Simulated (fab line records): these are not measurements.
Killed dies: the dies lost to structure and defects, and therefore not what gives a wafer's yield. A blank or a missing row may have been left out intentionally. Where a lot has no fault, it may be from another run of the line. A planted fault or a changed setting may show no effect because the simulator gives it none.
fab line records :: flow nand_harc
[record]
  lots = 7
  wafers = 21
  last_day = 31
route steps=1302 shown A_STAIRCASE@767 END@1302
lots with no fault: from the same line, run without faults
start_h: hours from the record's first day to the start of the lot's first wafer shown :: wait_h: how many hours have passed since the lot's step before this one :: " identical to the entry in the row above :: L1.1+2: a single row standing in for several wafers :: - no value, or no start given :: * or withheld: withheld :: < > ~ a bound
route shown NAME@n: NAME is a module with steps in the file, n the number in the route of the first one :: usual: mean and standard deviation over wafers with no fault :: same: alike in all rows :: chamber/n: place in a boat :: sites: the reading at each site :: _std_site: how widely they spread, as a standard deviation :: _edge_site: mean of outer sites minus mean of inner sites :: radius_mm: for every site, how far away it sits from the centre of the wafer :: mask NAME#n: copy n :: behind: the last tool/chamber to shape the wafer :: hold: cause of the lot's hold/its duration in hours/its outcome :: device: the n, p or np transistor that did not switch :: end of line: the route-end tests of the same wafers :: a step with no rows: only its recipe :: killed: dies that structure and defects cost at the first sort, which is not the same as the wafer's yield :: map: shows each die of a wafer: x if killed, . if not, _ if none is there
set.NAME: setting as actually run; set.NAME@STEP: the setting as run at that earlier step :: model.NAME: the simulator's own value behind a step, which no gauge read
lots seen at some steps along the route; tables by step, rows by wafer
services: when a tool's chamber went out of use (start_h, in hours from the record's first day, below 0 if earlier), for how many hours, and the reason
[[steps]]
[step NHARC_A_STAIRCASE_ETCH_253]
[recipe]
  target_depth_a = 500
  time_s = 20.2
  ion_energy_ev = 400
  c4f8_flow_sccm = 20
  o2_flow_sccm = 10
  ar_flow_sccm = withheld
  rf_w = 600
  bias_w = 1000
  chemistry = C4F8/O2
[usual]
  oes_product_au = 0.958/0.023
  rf_vpp_V = 897/6.4
lot.wafer: L244.3
tool: rie_diel-11
chamber: 1
start_h: 368.34
wait_h: 0.1
oes_product_au: 0.931
rf_hours_counter_h: 29
rf_vpp_V: 904

lot.wafer: L244.4
tool: rie_diel-11
chamber: 3
start_h: 368.34
wait_h: 0.1
oes_product_au: 0.939
rf_hours_counter_h: 37
rf_vpp_V: 896

lot.wafer: L244.6
tool: rie_diel-11
chamber: 2
start_h: 368.34
wait_h: 0.1
oes_product_au: 0.908
rf_hours_counter_h: -
rf_vpp_V: 904

lot.wafer: L245.4
tool: rie_diel-10
chamber: 0
start_h: 377.62
wait_h: 0.1
oes_product_au: 0.967
rf_hours_counter_h: 37
rf_vpp_V: 898

lot.wafer: L245.2
tool: rie_diel-10
chamber: 3
start_h: 377.62
wait_h: 0.1
oes_product_au: 0.944
rf_hours_counter_h: 36
rf_vpp_V: 887

lot.wafer: L245.6
tool: rie_diel-10
chamber: 1
start_h: 377.62
wait_h: 0.1
oes_product_au: 0.950
rf_hours_counter_h: -
rf_vpp_V: 897

lot.wafer: L253.3
tool: rie_diel-10
chamber: 3
start_h: 471.82
wait_h: 0.1
oes_product_au: 0.968
rf_hours_counter_h: 19
rf_vpp_V: 904

lot.wafer: L253.4
tool: rie_diel-10
chamber: 0
start_h: 471.82
wait_h: 0.1
oes_product_au: 0.979
rf_hours_counter_h: 18
rf_vpp_V: 895

lot.wafer: L253.1
tool: rie_diel-10
chamber: 2
start_h: 471.82
wait_h: 0.1
oes_product_au: 0.947
rf_hours_counter_h: 19
rf_vpp_V: 893

lot.wafer: L255.1
tool: rie_diel-05
chamber: 0
start_h: 484.79
wait_h: 0.5
oes_product_au: 0.978
rf_hours_counter_h: 23
rf_vpp_V: 891

lot.wafer: L255.4
tool: rie_diel-05
chamber: 1
start_h: 484.79
wait_h: 0.5
oes_product_au: 0.935
rf_hours_counter_h: 24
rf_vpp_V: 903

lot.wafer: L255.2
tool: rie_diel-05
chamber: 3
start_h: 484.79
wait_h: 0.5
oes_product_au: 0.991
rf_hours_counter_h: 15
rf_vpp_V: 887

lot.wafer: L256.4
tool: rie_diel-05
chamber: 1
start_h: 521.31
wait_h: 0.2
oes_product_au: 0.923
rf_hours_counter_h: 32
rf_vpp_V: 904

lot.wafer: L256.2
tool: rie_diel-05
chamber: 0
start_h: 521.31
wait_h: 0.2
oes_product_au: 0.960
rf_hours_counter_h: 32
rf_vpp_V: 891

lot.wafer: L256.5
tool: rie_diel-05
chamber: 2
start_h: 521.31
wait_h: 0.2
oes_product_au: 0.929
rf_hours_counter_h: -
rf_vpp_V: 888

lot.wafer: L257.2
tool: rie_diel-10
chamber: 1
start_h: 522.11
wait_h: 0.1
oes_product_au: 0.956
rf_hours_counter_h: 20
rf_vpp_V: 898

lot.wafer: L257.3
tool: rie_diel-10
chamber: 2
start_h: 522.11
wait_h: 0.1
oes_product_au: 0.956
rf_hours_counter_h: 36
rf_vpp_V: 894

lot.wafer: L257.1
tool: rie_diel-10
chamber: 0
start_h: 522.11
wait_h: 0.1
oes_product_au: 0.967
rf_hours_counter_h: 33
rf_vpp_V: 894

lot.wafer: L261.2
tool: rie_diel-10
chamber: 0
start_h: 536.64
wait_h: 0.1
oes_product_au: 0.947
rf_hours_counter_h: 38
rf_vpp_V: 895

lot.wafer: L261.6
tool: rie_diel-10
chamber: 3
start_h: 536.64
wait_h: 0.1
oes_product_au: 0.957
rf_hours_counter_h: -
rf_vpp_V: 907

lot.wafer: L261.5
tool: rie_diel-10
chamber: 0
start_h: 536.64
wait_h: 0.1
oes_product_au: 0.941
rf_hours_counter_h: -
rf_vpp_V: 893
[step NHARC_A_STAIRCASE_STRIP_254]
[recipe]
  power_w = 1500
  temp_c = 250
  chemistry = O2
[usual]
  drypump_motor_current_A = 6.0/0.63
  heater_power_w = 309/24
lot.wafer: L244.3
tool: plasma_asher-01
chamber: 1
start_h: 368.53
wait_h: -
drypump_motor_current_A: 4.9
heater_power_w: 336
rf_hours_counter_h: -

lot.wafer: L244.4
tool: plasma_asher-01
chamber: 0
start_h: 368.53
wait_h: -
drypump_motor_current_A: 6.3
heater_power_w: 307
rf_hours_counter_h: -

lot.wafer: L244.6
tool: plasma_asher-01
chamber: 1
start_h: 368.53
wait_h: -
drypump_motor_current_A: 4.9
heater_power_w: 336
rf_hours_counter_h: -

lot.wafer: L245.2
tool: plasma_asher-01
chamber: 1
start_h: 377.75
wait_h: -
drypump_motor_current_A: 4.9
heater_power_w: 341
rf_hours_counter_h: 6

lot.wafer: L245.4
tool: plasma_asher-01
chamber: 1
start_h: 377.75
wait_h: -
drypump_motor_current_A: 4.9
heater_power_w: 335
rf_hours_counter_h: -

lot.wafer: L245.6
tool: plasma_asher-01
chamber: 1
start_h: 377.75
wait_h: -
drypump_motor_current_A: 5.0
heater_power_w: 339
rf_hours_counter_h: -

lot.wafer: L253.1
tool: plasma_asher-02
chamber: 0
start_h: 472.10
wait_h: -
drypump_motor_current_A: 6.1
heater_power_w: 307
rf_hours_counter_h: 10

lot.wafer: L253.3
tool: plasma_asher-02
chamber: 0
start_h: 472.10
wait_h: -
drypump_motor_current_A: 6.1
heater_power_w: 307
rf_hours_counter_h: -

lot.wafer: L253.4
tool: plasma_asher-02
chamber: 1
start_h: 472.10
wait_h: -
drypump_motor_current_A: 6.6
heater_power_w: 275
rf_hours_counter_h: -

lot.wafer: L255.2
tool: plasma_asher-02
chamber: 0
start_h: 485.13
wait_h: -
drypump_motor_current_A: 6.1
heater_power_w: 320
rf_hours_counter_h: 14

lot.wafer: L255.1
tool: plasma_asher-02
chamber: 1
start_h: 485.13
wait_h: -
drypump_motor_current_A: 6.6
heater_power_w: 275
rf_hours_counter_h: 14

lot.wafer: L255.4
tool: plasma_asher-02
chamber: 1
start_h: 485.13
wait_h: -
drypump_motor_current_A: 6.6
heater_power_w: 277
rf_hours_counter_h: -

lot.wafer: L256.2
tool: plasma_asher-02
chamber: 1
start_h: 521.56
wait_h: -
drypump_motor_current_A: 6.6
heater_power_w: 267
rf_hours_counter_h: 23

lot.wafer: L256.4
tool: plasma_asher-02
chamber: 1
start_h: 521.56
wait_h: -
drypump_motor_current_A: 6.6
heater_power_w: 280
rf_hours_counter_h: -

lot.wafer: L256.5
tool: plasma_asher-02
chamber: 1
start_h: 521.56
wait_h: -
drypump_motor_current_A: 6.6
heater_power_w: 282
rf_hours_counter_h: -

lot.wafer: L257.2
tool: plasma_asher-02
chamber: 0
start_h: 523.19
wait_h: -
drypump_motor_current_A: 6.1
heater_power_w: 313
rf_hours_counter_h: 24

lot.wafer: L257.1
tool: plasma_asher-02
chamber: 1
start_h: 523.19
wait_h: -
drypump_motor_current_A: 6.6
heater_power_w: 273
rf_hours_counter_h: 24

lot.wafer: L257.3
tool: plasma_asher-02
chamber: 0
start_h: 523.19
wait_h: -
drypump_motor_current_A: 6.1
heater_power_w: 314
rf_hours_counter_h: -

lot.wafer: L261.2
tool: plasma_asher-01
chamber: 0
start_h: 536.78
wait_h: -
drypump_motor_current_A: 6.3
heater_power_w: 297
rf_hours_counter_h: 2

lot.wafer: L261.6
tool: plasma_asher-01
chamber: 1
start_h: 536.78
wait_h: -
drypump_motor_current_A: 5.0
heater_power_w: 337
rf_hours_counter_h: -

lot.wafer: L261.5
tool: plasma_asher-01
chamber: 0
start_h: 536.78
wait_h: -
drypump_motor_current_A: 6.3
heater_power_w: 296
rf_hours_counter_h: -
[step NHARC_A_STAIRCASE_STRIP_255]
[recipe]
  time_s = 900
  temp_c = 130
  chemistry = SPM
[step NHARC_A_STAIRCASE_PRECLEAN_256]
[recipe]
  time_s = *
  temp_c = 50
  bath_age_min = 0
  chemistry = SC1
[step NHARC_A_STAIRCASE_SRD_257]
[step NHARC_A_STAIRCASE_HM_DEP_456]
[recipe]
  target_thk_a = 31000
  temp_c = 400
  material = aC
[usual]
  throttle_valve_pct = 34.999/0.0084
lot.wafer: L244.3
tool: acl_dep-03
chamber: 0
start_h: 373.85
wait_h: -
throttle_valve_pct: 35.000

lot.wafer: L244.4
tool: acl_dep-03
chamber: 0
start_h: 373.85
wait_h: -
throttle_valve_pct: 35.003

lot.wafer: L244.6
tool: acl_dep-03
chamber: 0
start_h: 373.85
wait_h: -
throttle_valve_pct: 34.999

lot.wafer: L245.2
tool: acl_dep-02
chamber: 0
start_h: 382.32
wait_h: -
throttle_valve_pct: 35.020

lot.wafer: L245.4
tool: acl_dep-02
chamber: 0
start_h: 382.32
wait_h: -
throttle_valve_pct: 34.996

lot.wafer: L245.6
tool: acl_dep-02
chamber: 0
start_h: 382.32
wait_h: -
throttle_valve_pct: 35.007

lot.wafer: L253.1
tool: acl_dep-03
chamber: 0
start_h: 472.91
wait_h: -
throttle_valve_pct: 34.991

lot.wafer: L253.3
tool: acl_dep-03
chamber: 0
start_h: 472.91
wait_h: -
throttle_valve_pct: 34.999

lot.wafer: L253.4
tool: acl_dep-03
chamber: 0
start_h: 472.91
wait_h: -
throttle_valve_pct: 35.006

lot.wafer: L255.1
tool: acl_dep-01
chamber: 0
start_h: 486.46
wait_h: -
throttle_valve_pct: 35.005

lot.wafer: L255.2
tool: acl_dep-01
chamber: 0
start_h: 486.46
wait_h: -
throttle_valve_pct: 34.995

lot.wafer: L255.4
tool: acl_dep-01
chamber: 0
start_h: 486.46
wait_h: -
throttle_valve_pct: 34.993

lot.wafer: L256.2
tool: acl_dep-03
chamber: 0
start_h: 525.01
wait_h: -
throttle_valve_pct: 34.989

lot.wafer: L256.4
tool: acl_dep-03
chamber: 0
start_h: 525.01
wait_h: -
throttle_valve_pct: 34.994

lot.wafer: L256.5
tool: acl_dep-03
chamber: 0
start_h: 525.01
wait_h: -
throttle_valve_pct: 34.990

lot.wafer: L257.1
tool: acl_dep-01
chamber: 0
start_h: 525.91
wait_h: -
throttle_valve_pct: 35.012

lot.wafer: L257.2
tool: acl_dep-01
chamber: 0
start_h: 525.91
wait_h: -
throttle_valve_pct: 34.998

lot.wafer: L257.3
tool: acl_dep-01
chamber: 0
start_h: 525.91
wait_h: -
throttle_valve_pct: 35.006

lot.wafer: L261.2
tool: acl_dep-01
chamber: 0
start_h: 537.84
wait_h: -
throttle_valve_pct: 34.988

lot.wafer: L261.5
tool: acl_dep-01
chamber: 0
start_h: 537.84
wait_h: -
throttle_valve_pct: 34.993

lot.wafer: L261.6
tool: acl_dep-01
chamber: 0
start_h: 537.84
wait_h: -
throttle_valve_pct: 35.007
[step NHARC_A_STAIRCASE_DEP_259]
[recipe]
  target_thk_a = 300
  target_thk_nm = 30
  temp_c = 400
  pressure_torr = 3.5
  flow_sccm = 200
  rf_w = 350
  material = SiON
[usual]
  heater_power_w = 771/100
lot.wafer: L244.3
tool: pecvd-04
chamber: 2
start_h: 375.11
wait_h: 1.0
heater_power_w: 588

lot.wafer: L244.6
tool: pecvd-04
chamber: 0
start_h: 375.11
wait_h: 1.0
heater_power_w: 814

lot.wafer: L244.4
tool: pecvd-04
chamber: 1
start_h: 375.11
wait_h: 1.0
heater_power_w: 755

lot.wafer: L245.2
tool: pecvd-02
chamber: 1
start_h: 383.90
wait_h: 1.3
heater_power_w: 931

lot.wafer: L245.6
tool: pecvd-02
chamber: 0
start_h: 383.90
wait_h: 1.3
heater_power_w: 712

lot.wafer: L245.4
tool: pecvd-02
chamber: 2
start_h: 383.90
wait_h: 1.3
heater_power_w: 787

lot.wafer: L253.1
tool: pecvd-02
chamber: 0
start_h: 474.78
wait_h: 1.6
heater_power_w: 713

lot.wafer: L253.3
tool: pecvd-02
chamber: 1
start_h: 474.78
wait_h: 1.6
heater_power_w: 780

lot.wafer: L253.4
tool: pecvd-02
chamber: 1
start_h: 474.78
wait_h: 1.6
heater_power_w: 819

lot.wafer: L255.1
tool: pecvd-02
chamber: 1
start_h: 488.33
wait_h: 1.6
heater_power_w: 773

lot.wafer: L255.2
tool: pecvd-02
chamber: 2
start_h: 488.33
wait_h: 1.6
heater_power_w: 833

lot.wafer: L255.4
tool: pecvd-02
chamber: 2
start_h: 488.33
wait_h: 1.6
heater_power_w: 811

lot.wafer: L256.2
tool: pecvd-02
chamber: 2
start_h: 526.62
wait_h: 1.3
heater_power_w: 861

lot.wafer: L256.4
tool: pecvd-02
chamber: 0
start_h: 526.62
wait_h: 1.3
heater_power_w: 641

lot.wafer: L256.5
tool: pecvd-02
chamber: 1
start_h: 526.62
wait_h: 1.3
heater_power_w: 790

lot.wafer: L257.2
tool: pecvd-02
chamber: 0
start_h: 527.76
wait_h: 1.2
heater_power_w: 702

lot.wafer: L257.1
tool: pecvd-02
chamber: 1
start_h: 527.76
wait_h: 1.2
heater_power_w: 862

lot.wafer: L257.3
tool: pecvd-02
chamber: 2
start_h: 527.76
wait_h: 1.2
heater_power_w: 871

lot.wafer: L261.2
tool: pecvd-02
chamber: 2
start_h: 539.39
wait_h: 1.2
heater_power_w: 736

lot.wafer: L261.5
tool: pecvd-02
chamber: 2
start_h: 539.39
wait_h: 1.2
heater_power_w: 741

lot.wafer: L261.6
tool: pecvd-02
chamber: 1
start_h: 539.39
wait_h: 1.2
heater_power_w: 909
[step NHARC_A_STAIRCASE_DEHYDRATE_260]
[recipe]
  temp_c = 150
  time_s = 120
[step NHARC_A_STAIRCASE_HMDS_261]
[recipe]
  time_s = 30
[step NHARC_A_STAIRCASE_COAT_262]
[recipe]
  spin_rpm = 1200
[step NHARC_A_STAIRCASE_SOFTBAKE_263]
[recipe]
  temp_c = 135
  time_s = 170
[step NHARC_A_STAIRCASE_EBR_264]
[step NHARC_A_STAIRCASE_EXPOSE_265]
[recipe]
  na = 0.5
  dose_mj = 25.01
  mask_id = CHOP_200
[usual]
  exposure_dose_mJ_cm2 = 25.010/0.021
[same]
  na = 0.5
lot.wafer: L244.3
tool: krf_scanner-02
chamber: 0
start_h: 375.72
wait_h: -
mask: CHOP_200#0
exposure_dose_mJ_cm2: 24.998

lot.wafer: L244.4
tool: krf_scanner-02
chamber: 0
start_h: 375.72
wait_h: -
mask: CHOP_200#0
exposure_dose_mJ_cm2: 24.985

lot.wafer: L244.6
tool: krf_scanner-02
chamber: 0
start_h: 375.72
wait_h: -
mask: CHOP_200#0
exposure_dose_mJ_cm2: 25.002

lot.wafer: L245.2
tool: krf_scanner-02
chamber: 0
start_h: 384.36
wait_h: -
mask: CHOP_200#0
exposure_dose_mJ_cm2: 25.020

lot.wafer: L245.4
tool: krf_scanner-02
chamber: 0
start_h: 384.36
wait_h: -
mask: CHOP_200#0
exposure_dose_mJ_cm2: 24.997

lot.wafer: L245.6
tool: krf_scanner-02
chamber: 0
start_h: 384.36
wait_h: -
mask: CHOP_200#0
exposure_dose_mJ_cm2: 25.039

lot.wafer: L253.1
tool: krf_scanner-04
chamber: 0
start_h: 475.26
wait_h: -
mask: CHOP_200#0
exposure_dose_mJ_cm2: 23.834

lot.wafer: L253.3
tool: krf_scanner-04
chamber: 0
start_h: 475.26
wait_h: -
mask: CHOP_200#0
exposure_dose_mJ_cm2: 23.803

lot.wafer: L253.4
tool: krf_scanner-04
chamber: 0
start_h: 475.26
wait_h: -
mask: CHOP_200#0
exposure_dose_mJ_cm2: 23.845

lot.wafer: L255.1
tool: krf_scanner-04
chamber: 0
start_h: 488.81
wait_h: -
mask: CHOP_200#0
exposure_dose_mJ_cm2: 23.829

lot.wafer: L255.2
tool: krf_scanner-04
chamber: 0
start_h: 488.81
wait_h: -
mask: CHOP_200#0
exposure_dose_mJ_cm2: 23.826

lot.wafer: L255.4
tool: krf_scanner-04
chamber: 0
start_h: 488.81
wait_h: -
mask: CHOP_200#0
exposure_dose_mJ_cm2: 23.838

lot.wafer: L256.2
tool: krf_scanner-02
chamber: 0
start_h: 527.17
wait_h: -
mask: CHOP_200#0
exposure_dose_mJ_cm2: 25.031

lot.wafer: L256.4
tool: krf_scanner-02
chamber: 0
start_h: 527.17
wait_h: -
mask: CHOP_200#0
exposure_dose_mJ_cm2: 24.984

lot.wafer: L256.5
tool: krf_scanner-02
chamber: 0
start_h: 527.17
wait_h: -
mask: CHOP_200#0
exposure_dose_mJ_cm2: 25.030

lot.wafer: L257.1
tool: krf_scanner-04
chamber: 0
start_h: 528.37
wait_h: -
mask: CHOP_200#0
exposure_dose_mJ_cm2: 23.824

lot.wafer: L257.2
tool: krf_scanner-04
chamber: 0
start_h: 528.37
wait_h: -
mask: CHOP_200#0
exposure_dose_mJ_cm2: 23.799

lot.wafer: L257.3
tool: krf_scanner-04
chamber: 0
start_h: 528.37
wait_h: -
mask: CHOP_200#0
exposure_dose_mJ_cm2: 23.844

lot.wafer: L261.2
tool: krf_scanner-01
chamber: 0
start_h: 540.00
wait_h: -
mask: CHOP_200#0
exposure_dose_mJ_cm2: 25.006

lot.wafer: L261.5
tool: krf_scanner-01
chamber: 0
start_h: 540.00
wait_h: -
mask: CHOP_200#0
exposure_dose_mJ_cm2: 25.009

lot.wafer: L261.6
tool: krf_scanner-01
chamber: 0
start_h: 540.00
wait_h: -
mask: CHOP_200#0
exposure_dose_mJ_cm2: 25.007
[step NHARC_A_STAIRCASE_PEB_266]
[recipe]
  peb_temp_c = 115
  peb_time_s = 130
[step NHARC_END_SORT_01]
[recipe]
  temp_c = 25
[usual]
  killed_at_array = 56/17
  killed_at_other = 0.9/1.2
  killed_at_periphery = 3.9/2.5
  killed_dies = 61/17
  killed_open = 3.2/1.8
  killed_short = 2.7/1.7
[same]
  gross_dies = 677
lot.wafer: L256.4
tool: prober-02
chamber: 0
start_h: 712.97
wait_h: 3.4
killed_at_array: 53
killed_at_other: 0
killed_at_periphery: 2
killed_dies: 55
killed_open: 1
killed_short: 1

lot.wafer: L256.5
tool: prober-02
chamber: 0
start_h: 713.76
wait_h: 3.7
killed_at_array: 50
killed_at_other: 0
killed_at_periphery: 3
killed_dies: 53
killed_open: 1
killed_short: 5

lot.wafer: L257.1
tool: prober-01
chamber: 0
start_h: 739.19
wait_h: 2.5
killed_at_array: 83
killed_at_other: 0
killed_at_periphery: 3
killed_dies: 86
killed_open: 2
killed_short: 2
// killed by level:class
L256.4 A_SLIT:chamber_film_flake=26 A_CHANNEL_HOLE_D2:chamber_film_flake=16 A_CHANNEL_HOLE_D1:chamber_film_flake=4 A_ZERO_WELL:chamber_film_flake=2 A_CONTACT:chamber_film_flake=2 A_WL_FILL:geometric_particle:short=1 A_CONTACT:geometric_particle:open=1 P_STI:chamber_film_flake=1
L256.5 A_SLIT:chamber_film_flake=19 A_CHANNEL_HOLE_D2:chamber_film_flake=14 A_CHANNEL_HOLE_D1:chamber_film_flake=5 A_CONTACT:chamber_film_flake=4 A_WL_FILL:chamber_film_flake=2 P_CONTACT:geometric_particle:short=1 A_DECK1_JOINT:geometric_particle:short=1 A_ONON_D2:geometric_particle:short=1
L257.1 A_SLIT:chamber_film_flake=35 A_CHANNEL_HOLE_D1:chamber_film_flake=31 A_CONTACT:chamber_film_flake=5 P_GATE:chamber_film_flake=3 A_STAIRCASE:chamber_film_flake=3 A_CHANNEL_FILL_D1:geometric_particle:open=2 A_ZERO_WELL:chamber_film_flake=2 A_CHANNEL_FILL_D1:geometric_particle:short=1
[[services]]
tool: krf_scanner-04
chamber: -
start_h: 357.41
hours: 4.0
kind: pm

tool: acl_dep-01
chamber: -
start_h: 375.38
hours: 13.0
kind: pm

tool: pecvd-04
chamber: 0
start_h: 378.66
hours: 3.2
kind: repair

tool: krf_scanner-01
chamber: -
start_h: 386.00
hours: 5.1
kind: repair

tool: plasma_asher-01
chamber: -
start_h: 388.88
hours: 10.2
kind: repair

tool: pecvd-02
chamber: -
start_h: 408.00
hours: 13.0
kind: pm

tool: rie_diel-05
chamber: -
start_h: 408.41
hours: 9.0
kind: pm

tool: rie_diel-11
chamber: -
start_h: 416.68
hours: 0.2
kind: repair

tool: rie_diel-10
chamber: -
start_h: 419.84
hours: 9.0
kind: pm

tool: plasma_asher-02
chamber: -
start_h: 426.42
hours: 9.0
kind: pm

tool: acl_dep-02
chamber: -
start_h: 429.40
hours: 13.0
kind: pm

tool: rie_diel-10
chamber: 1
start_h: 432.20
hours: 13.8
kind: repair

tool: rie_diel-11
chamber: -
start_h: 432.57
hours: 9.0
kind: pm

tool: pecvd-04
chamber: 1
start_h: 435.10
hours: 6.7
kind: repair

tool: krf_scanner-02
chamber: -
start_h: 438.00
hours: 4.0
kind: pm

tool: pecvd-02
chamber: 0
start_h: 439.53
hours: 10.7
kind: repair

tool: plasma_asher-01
chamber: -
start_h: 466.89
hours: 15.7
kind: repair

tool: pecvd-02
chamber: 1
start_h: 467.95
hours: 3.5
kind: repair

tool: acl_dep-03
chamber: -
start_h: 483.17
hours: 13.0
kind: pm

tool: plasma_asher-01
chamber: -
start_h: 484.48
hours: 2.4
kind: repair

tool: krf_scanner-04
chamber: -
start_h: 506.91
hours: 0.8
kind: repair

tool: plasma_asher-01
chamber: -
start_h: 519.00
hours: 9.0
kind: pm

tool: krf_scanner-04
chamber: -
start_h: 529.41
hours: 4.0
kind: pm

tool: krf_scanner-04
chamber: -
start_h: 537.30
hours: 0.1
kind: repair
[[key]]
[first_sign]
  step = NHARC_A_STAIRCASE_EXPOSE_265
  reading = exposure_dose_mJ_cm2
  direction = down
  sigmas = 58
  usual = 25.010
  struck = 23.827
effect none on later readings
met_at NHARC_A_STAIRCASE_EXPOSE_265
struck_wafers L253.1,L253.3,L253.4,L255.1,L255.2,L255.4,L257.1,L257.2,L257.3
tester_left_out L253,L255,L257
[fault]
  kind = process_parameter_drift
  tool = krf_scanner-04
  chamber = -
  onset_h = 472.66
  steps = NHARC_A_STAIRCASE_EXPOSE_265
  channel = dose_mj
  offset = -1.1732
  shape = step
  acts_in = these_recipes_only
  stated = 25.01
// tester_left_out: of these lots the tester's yield and bins aren't shown, on N5 and GAA mostly nor the transistor test; their killed dies are dies lost to structure and defects alone, not to doping, threshold or leakage, so they don't give the yield
